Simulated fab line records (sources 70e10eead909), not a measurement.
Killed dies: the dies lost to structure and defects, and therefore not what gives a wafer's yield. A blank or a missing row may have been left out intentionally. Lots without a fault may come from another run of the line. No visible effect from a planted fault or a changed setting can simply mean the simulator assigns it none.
Matching of chambers + flow nand harc + pecvd-03 running NHARC_P_CONTACT_DEP_30: 3 sister chambers
The step deposits SiNx, target thk 30 nm. 3 wafers are shown with their chamber, then 9 later ones without.

== WAFERS PAIRED WITH THEIR CHAMBERS ==
| wafer  | chamber | heater power w (W) |
|--------|---------|--------------------|
| L481.4 | 1       | 816                |
| L482.4 | 0       | 731                |
| L482.6 | 2       | 810                |

== WAFERS WHOSE CHAMBER IS MISSING ==
| wafer  | heater power w (W) |
|--------|--------------------|
| L483.1 | 781                |
| L483.2 | 679                |
| L483.4 | 827                |
| L484.2 | 802                |
| L484.3 | 683                |
| L484.6 | 677                |
| L485.2 | 782                |
| L485.3 | 734                |
| L485.4 | 742                |

== EACH ONE'S CHAMBER ==
| wafer  | from the rows above          | in truth                   |
|--------|------------------------------|----------------------------|
| L483.1 | can't be placed: 2 or 1 or 0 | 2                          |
| L483.2 | 0                            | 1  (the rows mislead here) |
| L483.4 | can't be placed: 1 or 2      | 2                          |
| L484.2 | can't be placed: 2 or 1 or 0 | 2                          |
| L484.3 | 0                            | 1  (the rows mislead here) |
| L484.6 | 0                            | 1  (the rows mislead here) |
| L485.2 | can't be placed: 2 or 1 or 0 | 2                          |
| L485.3 | 0                            | 0                          |
| L485.4 | can't be placed: 0 or 2 or 1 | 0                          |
Correctly placed: 1 of 9. Can't be placed from these rows: 5 (the true chamber is among the candidates in 5). 3 placed wrongly.
How it was worked out, from the rows above alone: a wafer's distance from a chamber is the root of the sum, over the readings, of the square of ((its reading less the chamber's mean) divided by the reading's scatter). If the next closest chamber is less than 2 further off than the closest, the wafer can't be placed; otherwise it belongs to the closest. The mean given for a chamber averages the wafers shown for that chamber. The scatter: root of mean squared gap, hidden wafer to nearest shown wafer, with one shown wafer a chamber.
